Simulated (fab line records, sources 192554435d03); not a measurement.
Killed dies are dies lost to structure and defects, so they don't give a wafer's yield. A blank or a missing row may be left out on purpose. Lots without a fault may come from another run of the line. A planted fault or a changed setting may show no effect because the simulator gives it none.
Split-lot experiment | flow n5_finfet | 7 lots, 21 wafers read, on a route of 1938 steps

THE SPLIT
At N5_BEOL_M0_SAQP_EXPOSE_37 (exposes mask M0 CUT1, target cd 30 nm), the setting dose_mj was moved away from the recipe's 44.75 on 6 of the 21 wafers read, by -6.7% to +5.3%. The other wafers ran this setting at the recipe's value.

FROM THE SPLIT TO THE READING: what the file shows between them, 2 steps
- N5_BEOL_M0_SAQP_PEB_38: peb time 60 s
- N5_BEOL_M0_SAQP_DEVELOP_39: develop time 30 s

THE READING
cd_nm, in nm, at N5_BEOL_M0_SAQP_CD_MEAS_40 (target cd 30 nm). Fault-free wafers of this fab line usually give 30.00 nm, standard deviation 0.24 nm.

wafer  | tool, chamber at the split | dose_mj as run | against the recipe | cd_nm, nm | against lot-mates on the recipe
L081.1 | euv_scanner-01, 0          | 43.77          | -2.2%              | 29.39     | -0.64
L081.3 | euv_scanner-01, 0          | 44.75          | recipe             | 30.03     | -
L081.6 | euv_scanner-01, 0          | 43.77          | -2.2%              | 29.59     | -0.44
L084.4 | euv_scanner-01, 0          | 44.75          | recipe             | 30.47     | -
L084.5 | euv_scanner-01, 0          | 44.75          | recipe             | 30.08     | -
L084.6 | euv_scanner-01, 0          | 44.75          | recipe             | 30.22     | -
L087.1 | euv_scanner-01, 0          | 44.75          | recipe             | 29.78     | -
L087.4 | euv_scanner-01, 0          | 44.75          | recipe             | 30.32     | -
L087.5 | euv_scanner-01, 0          | 41.75          | -6.7%              | 28.80     | -1.25
L088.2 | euv_scanner-02, 0          | 44.75          | recipe             | 30.05     | -
L088.5 | euv_scanner-02, 0          | 44.75          | recipe             | 29.81     | -
L088.6 | euv_scanner-02, 0          | 44.75          | recipe             | 30.04     | -
L089.3 | euv_scanner-01, 0          | 44.75          | recipe             | 29.73     | -
L089.5 | euv_scanner-01, 0          | 44.75          | recipe             | 30.10     | -
L089.6 | euv_scanner-01, 0          | 44.75          | recipe             | 29.56     | -
L095.1 | euv_scanner-02, 0          | 44.75          | recipe             | 29.61     | -
L095.3 | euv_scanner-02, 0          | 44.75          | recipe             | 29.81     | -
L095.6 | euv_scanner-02, 0          | 47.1           | +5.3%              | 30.89     | +1.18
L097.1 | euv_scanner-02, 0          | 44.75          | recipe             | 29.84     | -
L097.5 | euv_scanner-02, 0          | 41.8           | -6.6%              | 28.43     | -1.41
L097.6 | euv_scanner-02, 0          | 41.8           | -6.6%              | 28.34     | -1.50

THE FIT
A straight line over all 21 wafers: cd_nm changes by +0.208 nm for each +1% of dose_mj; r = +0.92; the points scatter about the line by 0.24 nm.
The same after taking each lot's own level away (the mean of its wafers on the recipe; 21 wafers): +0.214 nm for each +1%; r = +0.97; scatter 0.16 nm.
On that fit, the largest move of dose_mj shifts the reading by 1.4 nm.
The lots' own levels span 29.710 to 30.257 nm, that is 2.3 times the standard deviation above.
So the lot-to-lot level changes the slope little: the two slopes agree.
Check: with one of the wafers moved furthest among these (-6.7%) left out of the fit, the line predicts -1.5 nm for it against its lot-mates. It came out at -1.25 nm against them.

THE WHOLE CHAIN: every reading that the file lists as answering this split, in the file's order
step                       | what it does                                                | reading                                                             | change (the file's fit)               | r (the file's)
N5_BEOL_M0_SAQP_CD_MEAS_40 | target cd 30 nm                                             | cd_nm                                                               | +0.21 nm for each +1% of the setting  | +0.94
N5_BEOL_M0_SAQP_DESCUM_45  | chemistry O2, time 7 s                                      | BEOL_M0_SAQP.cd_nm (the simulator's own value, which no gauge read) | +0.244 nm for each +1% of the setting | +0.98
N5_BEOL_M0_SAQP_ETCH_88    | etches underlayer in N2/H2, target depth 6.5 nm, time 5.2 s | BEOL_M0_SAQP.cd_nm (the simulator's own value, which no gauge read) | +0.23 nm for each +1% of the setting  | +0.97
N5_BEOL_M0_SAQP_ETCH_73    | etches SiARC in CF4, target depth 19.5 nm, time 32.5 s      | BEOL_M0_SAQP.cd_nm (the simulator's own value, which no gauge read) | +0.252 nm for each +1% of the setting | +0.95

THE FILE'S OWN FIT
cd_nm changes by +0.21 nm for each +1% of dose_mj, r = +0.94.
